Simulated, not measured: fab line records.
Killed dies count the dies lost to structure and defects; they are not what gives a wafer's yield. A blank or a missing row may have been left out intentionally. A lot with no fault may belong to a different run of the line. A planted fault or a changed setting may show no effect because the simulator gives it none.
fab line records	flow nandHarc
[record] lots = 4	wafers = 12	lastDay = 33
route steps=1302 shown A_ONON_D2@560 A_CHANNEL_HOLE_D2@570 END@1302
lots that met no fault: from a run of the same line without faults
startH: hours from the record's opening day to when the first of the lot's shown wafers began	waitH: how many hours have passed since the lot's step before this one	" unchanged from the row above	L1.1+2: one row covering several wafers at once	- no value present, or no start provided	* or withheld: withheld	< > ~ a bound
route shown NAME@n: a module of which the file shows steps, and the number in the route of the first	usual: the fault-free wafers' mean and standard deviation	same: alike in all rows	chamber/n: place in a boat	sites: readings site by site	_std_site: their standard deviation	_edge_site: the outer-site mean with the inner-site mean subtracted	radiusMm: how far each site lies from the wafer's centre	mask NAME#n: copy n	behind: the tool/chamber that last shaped the wafer	hold: why the lot went on hold/how many hours it stayed there/how the hold came to an end	device: the transistor (n, p or np) that didn't switch	end of line: tests of these same wafers at the route's end	a step with no rows: only its recipe	killed: at the first sort, the dies lost to defects and structure; wafer yield is something else	map: dies across one wafer; x = killed, . = not, _ = none there
set.NAME: the setting the step ran with; set.NAME@STEP: the setting that earlier step ran with	model.NAME: the simulator's own value behind a step, which no gauge read
lots seen at some steps along the route; tables by step, rows by wafer
services: when a tool's chamber went out of use (startH, in hours from the record's first day, below 0 if earlier), for how many hours, and the reason
[[steps]]
[step NHARC_A_ONON_D2_DEP_22]
[recipe] targetThkA = 10000	n2FlowSccm = 2750	n2oFlowSccm = 2000	nh3FlowSccm = 500	sih4FlowSccm = 210	tempC = 400
[step NHARC_A_ONON_D2_DEP_25]
[recipe] targetThkA = 10000	n2FlowSccm = 2750	n2oFlowSccm = 2000	nh3FlowSccm = 500	sih4FlowSccm = 210	tempC = 400
[step NHARC_A_ONON_D2_DEP_28]
[recipe] targetThkA = 10000	n2FlowSccm = 2750	n2oFlowSccm = 2000	nh3FlowSccm = 500	sih4FlowSccm = 210	tempC = 400
[step NHARC_A_ONON_D2_DEP_33]
[recipe] targetThkA = 2000	tempC = 400	pressureTorr = 6.5	rfW = 900	teosFlowSccm = 161.4	flowSccm = 2650	targetThkNm = 200	gas = O2	material = SiO2
[step NHARC_A_CHANNEL_HOLE_D2_DEP_00]
[recipe] targetThkA = 31000	tempC = 400	material = aC
[step NHARC_A_CHANNEL_HOLE_D2_DEP_01]
[recipe] targetThkA = 1400	targetThkNm = 140	tempC = 400	pressureTorr = 3.5	flowSccm = 200	rfW = 350	material = SiON
[usual] heaterPowerOuterW = 446/78	heaterPowerW = 725/85	rfFwdPowerW = 348.3/1.1
lot.wafer	tool	chamber	startH	waitH	heaterPowerOuterW	heaterPowerW	rfFwdPowerW
L172.2	pecvd-01	2	284.84	1.3	424	716	347.2
L172.3	"	0	"	"	556	798	347.9
L172.4	"	0	"	"	570	813	347.5
L183.3	pecvd-02	2	399.40	1.0	375	644	348.7
L183.5	"	1	"	"	506	796	347.1
L183.4	"	0	"	"	472	807	348.4
L185.3	pecvd-02	0	433.60	1.0	483	827	349.9
L185.2	"	1	"	"	424	662	344.4
L185.5	"	2	"	"	372	615	347.4
L192.3	pecvd-02	2	504.09	1.0	451	703	350.6
L192.6	"	0	"	"	421	722	348.1
L192.4	"	1	"	"	401	654	347.1
[step NHARC_A_CHANNEL_HOLE_D2_DEHYDRATE_02]
[recipe] tempC = 150	timeS = 120
[step NHARC_A_CHANNEL_HOLE_D2_HMDS_03]
[recipe] timeS = 30
[step NHARC_A_CHANNEL_HOLE_D2_COAT_36]
[recipe] tempC = 260	timeS = 75
[step NHARC_A_CHANNEL_HOLE_D2_COAT_37]
[recipe] tempC = 225	timeS = 65
[step NHARC_A_CHANNEL_HOLE_D2_COAT_04]
[recipe] spinRpm = 1500	resistThkNm = 90
[step NHARC_A_CHANNEL_HOLE_D2_SOFTBAKE_05]
[recipe] tempC = 105	timeS = 55
[step NHARC_A_CHANNEL_HOLE_D2_EBR_06]
[step NHARC_A_CHANNEL_HOLE_D2_EXPOSE_07]
[recipe] na = 1.35	targetCdNm = 100	sigmaOuter = 0.3	doseMj = 59.65	maskId = HOLE_D2
[step NHARC_A_CHANNEL_HOLE_D2_PEB_08]
[recipe] pebTempC = 100	pebTimeS = 65
[step NHARC_A_CHANNEL_HOLE_D2_DEVELOP_09]
[recipe] developTimeS = 35	devTempC = 23
[step NHARC_A_CHANNEL_HOLE_D2_DESCUM_15]
[recipe] timeS = 3	o2FlowSccm = 200	arFlowSccm = 0	biasPowerW = 0	chemistry = O2
[step NHARC_A_CHANNEL_HOLE_D2_ETCH_38]
[recipe] targetDepthA = 390	overEtchFrac = 0.3	timeS = 65	ionEnergyEv = 80	cf4FlowSccm = 150	arFlowSccm = 0	rfW = 300	biasW = 100	chemistry = CF4
[step NHARC_A_CHANNEL_HOLE_D2_ETCH_39]
[recipe] targetDepthA = 2600	overEtchFrac = 0.3	timeS = 325	ionEnergyEv = 200	n2FlowSccm = 150	h2FlowSccm = 150	arFlowSccm = 0	rfW = 400	biasW = 150	chemistry = N2/H2
[step NHARC_A_CHANNEL_HOLE_D2_ETCH_34]
[recipe] targetDepthA = 1540	timeS = 77	cf4FlowSccm = 100	chf3FlowSccm = 30	arFlowSccm = 0	rfW = 500	biasW = 200	chemistry = CF4/CHF3
[step NHARC_A_CHANNEL_HOLE_D2_ETCH_16]
[recipe] targetDepthA = 31000	overEtchFrac = 0.3	timeS = 806	ionEnergyEv = 150	o2FlowSccm = 400	cosFlowSccm = 20	arFlowSccm = 0	rfW = 500	biasW = 300	chemistry = O2/COS
[step NHARC_A_CHANNEL_HOLE_D2_ETCH_19]
[recipe] biasV = 1200	sourceW = 2500	pressureMtorr = 15	timeS = 34.5	arFlowSccm = 375	c4f8FlowSccm = 28.8	o2FlowSccm = 96.2	tempC = -20	targetDepthA = *	chemistry = C4F8/O2/Ar
[step NHARC_A_CHANNEL_HOLE_D2_ETCH_20]
[recipe] biasV = 3000	sourceW = withheld	pressureMtorr = 20	timeS = 361.9	arFlowSccm = 375	c4f8FlowSccm = 89.3	o2FlowSccm = 35.7	tempC = -20	targetDepthA = 16000	chemistry = C4F8/O2/Ar
[step NHARC_A_CHANNEL_HOLE_D2_ETCH_21]
[recipe] biasV = 3000	sourceW = withheld	pressureMtorr = 20	timeS = 514.3	arFlowSccm = 375	c4f8FlowSccm = 89.3	o2FlowSccm = 35.7	tempC = -20	targetDepthA = 16000	chemistry = C4F8/O2/Ar
[step NHARC_A_CHANNEL_HOLE_D2_ETCH_22]
[recipe] biasV = 3000	sourceW = withheld	pressureMtorr = 20	timeS = 666.7	arFlowSccm = 375	c4f8FlowSccm = 89.3	o2FlowSccm = 35.7	tempC = -20	targetDepthA = 16000	chemistry = C4F8/O2/Ar
[step NHARC_A_CHANNEL_HOLE_D2_ETCH_23]
[recipe] biasV = 5000	sourceW = withheld	pressureMtorr = 20	timeS = 819	arFlowSccm = 375	c4f8FlowSccm = 89.3	o2FlowSccm = 35.7	tempC = -20	targetDepthA = 16000	chemistry = C4F8/O2/Ar
[step NHARC_A_CHANNEL_HOLE_D2_ETCH_24]
[recipe] biasV = 5000	sourceW = withheld	pressureMtorr = 20	timeS = 906.2	arFlowSccm = 375	c4f8FlowSccm = 93.8	o2FlowSccm = 31.2	tempC = -20	targetDepthA = 15000	chemistry = C4F8/O2/Ar
[step NHARC_A_CHANNEL_HOLE_D2_ETCH_25]
[recipe] biasV = 5000	sourceW = withheld	pressureMtorr = 20	timeS = 1040.2	arFlowSccm = 375	c4f8FlowSccm = 93.8	o2FlowSccm = 31.2	tempC = -20	targetDepthA = 15000	chemistry = C4F8/O2/Ar
[step NHARC_A_CHANNEL_HOLE_D2_ETCH_26]
[recipe] biasV = 300	sourceW = 2000	pressureMtorr = 30	timeS = 224.1	arFlowSccm = 375	c4f8FlowSccm = 11.4	o2FlowSccm = 113.6	tempC = -20	targetDepthA = 3000	chemistry = C4F8/O2/Ar
[step NHARC_A_CHANNEL_HOLE_D2_ETCH_27]
[recipe] biasV = 400	sourceW = 2000	pressureMtorr = 25	timeS = 90	arFlowSccm = 375	c4f8FlowSccm = 41.7	o2FlowSccm = 83.3	tempC = -20	targetDepthA = 4000	chemistry = C4F8/O2/Ar
[step NHARC_A_CHANNEL_HOLE_D2_STRIP_41]
[recipe] n2FlowSccm = 150	h2FlowSccm = 150	arFlowSccm = 0	biasW = 0	chemistry = N2/H2
[step NHARC_END_SORT_01]
[recipe] tempC = 25
[usual] killedAtArray = 52/18	killedAtOther = 1.2/1.5	killedAtPeriphery = 4/3.2	killedDies = 57/17	killedOpen = 3.1/1.9	killedShort = 2.5/1.7
[same] grossDies = 677
lot.wafer	tool	chamber	startH	waitH	killedAtArray	killedAtOther	killedAtPeriphery	killedDies	killedOpen	killedShort
L183.4	prober-01	0	675.07	3.5	669	0	8	677	3	3
L185.3	prober-01	0	687.11	3.1	663	0	14	677	2	3
// killed by level:class
L183.4 A_CHANNEL_HOLE_D2:areaDep=630 A_CHANNEL_HOLE_D2:chamberFilmFlake=13 A_CHANNEL_HOLE_D1:chamberFilmFlake=6 P_M2:chamberFilmFlake=5 A_SLIT:chamberFilmFlake=5 A_CONTACT:chamberFilmFlake=4 A_STAIRCASE:chamberFilmFlake=3 A_WL_FILL:chamberFilmFlake=3
L185.3 A_CHANNEL_HOLE_D2:areaDep=640 A_CHANNEL_HOLE_D1:chamberFilmFlake=9 P_ZERO_WELL:chamberFilmFlake=3 P_GATE:chamberFilmFlake=3 P_M0:chamberFilmFlake=3 A_SLIT:chamberFilmFlake=3 A_CONTACT:chamberFilmFlake=3 P_BONDPAD:chamberFilmFlake=2
// map L183.4 (x killed, . not)
____________x____________
_________xxxxxxx_________
_______xxxxxxxxxxx_______
______xxxxxxxxxxxxx______
_____xxxxxxxxxxxxxxx_____
____xxxxxxxxxxxxxxxxx____
____xxxxxxxxxxxxxxxxx____
___xxxxxxxxxxxxxxxxxxx___
___xxxxxxxxxxxxxxxxxxx___
__xxxxxxxxxxxxxxxxxxxxx__
__xxxxxxxxxxxxxxxxxxxxx__
_xxxxxxxxxxxxxxxxxxxxxxx_
_xxxxxxxxxxxxxxxxxxxxxxx_
_xxxxxxxxxxxxxxxxxxxxxxx_
_xxxxxxxxxxxxxxxxxxxxxxx_
_xxxxxxxxxxxxxxxxxxxxxxx_
xxxxxxxxxxxxxxxxxxxxxxxxx
xxxxxxxxxxxxxxxxxxxxxxxxx
xxxxxxxxxxxxxxxxxxxxxxxxx
xxxxxxxxxxxxxxxxxxxxxxxxx
xxxxxxxxxxxxxxxxxxxxxxxxx
_xxxxxxxxxxxxxxxxxxxxxxx_
_xxxxxxxxxxxxxxxxxxxxxxx_
_xxxxxxxxxxxxxxxxxxxxxxx_
_xxxxxxxxxxxxxxxxxxxxxxx_
_xxxxxxxxxxxxxxxxxxxxxxx_
__xxxxxxxxxxxxxxxxxxxxx__
__xxxxxxxxxxxxxxxxxxxxx__
___xxxxxxxxxxxxxxxxxxx___
___xxxxxxxxxxxxxxxxxxx___
____xxxxxxxxxxxxxxxxx____
____xxxxxxxxxxxxxxxxx____
_____xxxxxxxxxxxxxxx_____
______xxxxxxxxxxxxx______
_______xxxxxxxxxxx_______
_________xxxxxxx_________
____________x____________
// map L185.3 (x killed, . not)
____________x____________
_________xxxxxxx_________
_______xxxxxxxxxxx_______
______xxxxxxxxxxxxx______
_____xxxxxxxxxxxxxxx_____
____xxxxxxxxxxxxxxxxx____
____xxxxxxxxxxxxxxxxx____
___xxxxxxxxxxxxxxxxxxx___
___xxxxxxxxxxxxxxxxxxx___
__xxxxxxxxxxxxxxxxxxxxx__
__xxxxxxxxxxxxxxxxxxxxx__
_xxxxxxxxxxxxxxxxxxxxxxx_
_xxxxxxxxxxxxxxxxxxxxxxx_
_xxxxxxxxxxxxxxxxxxxxxxx_
_xxxxxxxxxxxxxxxxxxxxxxx_
_xxxxxxxxxxxxxxxxxxxxxxx_
xxxxxxxxxxxxxxxxxxxxxxxxx
xxxxxxxxxxxxxxxxxxxxxxxxx
xxxxxxxxxxxxxxxxxxxxxxxxx
xxxxxxxxxxxxxxxxxxxxxxxxx
xxxxxxxxxxxxxxxxxxxxxxxxx
_xxxxxxxxxxxxxxxxxxxxxxx_
_xxxxxxxxxxxxxxxxxxxxxxx_
_xxxxxxxxxxxxxxxxxxxxxxx_
_xxxxxxxxxxxxxxxxxxxxxxx_
_xxxxxxxxxxxxxxxxxxxxxxx_
__xxxxxxxxxxxxxxxxxxxxx__
__xxxxxxxxxxxxxxxxxxxxx__
___xxxxxxxxxxxxxxxxxxx___
___xxxxxxxxxxxxxxxxxxx___
____xxxxxxxxxxxxxxxxx____
____xxxxxxxxxxxxxxxxx____
_____xxxxxxxxxxxxxxx_____
______xxxxxxxxxxxxx______
_______xxxxxxxxxxx_______
_________xxxxxxx_________
____________x____________
[[services]]
tool	chamber	startH	hours	kind
pecvd-02	1	264.54	3.5	repair
pecvd-01	-	266.16	0.3	repair
pecvd-01	-	312.73	13.0	pm
pecvd-01	0	312.73	13.0	ventCycle
pecvd-01	1	312.73	13.0	ventCycle
pecvd-01	2	312.73	13.0	ventCycle
pecvd-02	2	317.91	15.1	repair
pecvd-01	0	325.73	-	clean
pecvd-01	1	325.73	-	clean
pecvd-01	2	325.73	-	clean
pecvd-01	2	350.43	2.0	repair
pecvd-01	0	377.80	2.0	repair
pecvd-02	-	408.29	13.0	pm
pecvd-02	0	408.29	13.0	ventCycle
pecvd-02	1	408.29	13.0	ventCycle
pecvd-02	2	408.29	13.0	ventCycle
pecvd-02	0	421.29	-	clean
pecvd-02	1	421.29	-	clean
pecvd-02	2	421.29	-	clean
pecvd-02	0	486.27	6.3	repair
pecvd-01	-	493.73	13.0	pm
pecvd-01	0	493.73	13.0	ventCycle
pecvd-01	1	493.73	13.0	ventCycle
pecvd-01	2	493.73	13.0	ventCycle
[[key]]
[firstSign] step = NHARC_END_SORT_01	reading = killedDies	direction = up	sigmas = 36	usual = 57	struck = 677
[effect] step = NHARC_END_SORT_01	reading = killedAtArray	direction = up	sigmas = 35	usual = 52	struck = 666
[moreKillsBornAt] NHARC_A_CHANNEL_HOLE_D2_DEP_01@pecvd-02 = 1270
metAt NHARC_A_CHANNEL_HOLE_D2_DEP_01
struckWafers L183.4,L185.3
laterRowsLeftOut L183.4,L185.3
testerLeftOut L183,L185
[fault] kind = processParameterDrift	tool = pecvd-02	chamber = 0	onsetH = 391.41	steps = NHARC_A_CHANNEL_HOLE_D2_DEP_01	channel = targetThkA	offset = *	shape = step	endH = 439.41	actsIn = *	stated = *
// testerLeftOut: of these lots the tester's yield and bins aren't shown, on N5 and GAA mostly nor the transistor test; their killed dies are dies lost to structure and defects alone, not to doping, threshold or leakage, so they don't give the yield
// laterRowsLeftOut: the simulator's readings of these wafers behind a module that went badly wrong aren't trusted and aren't shown, but for the sort
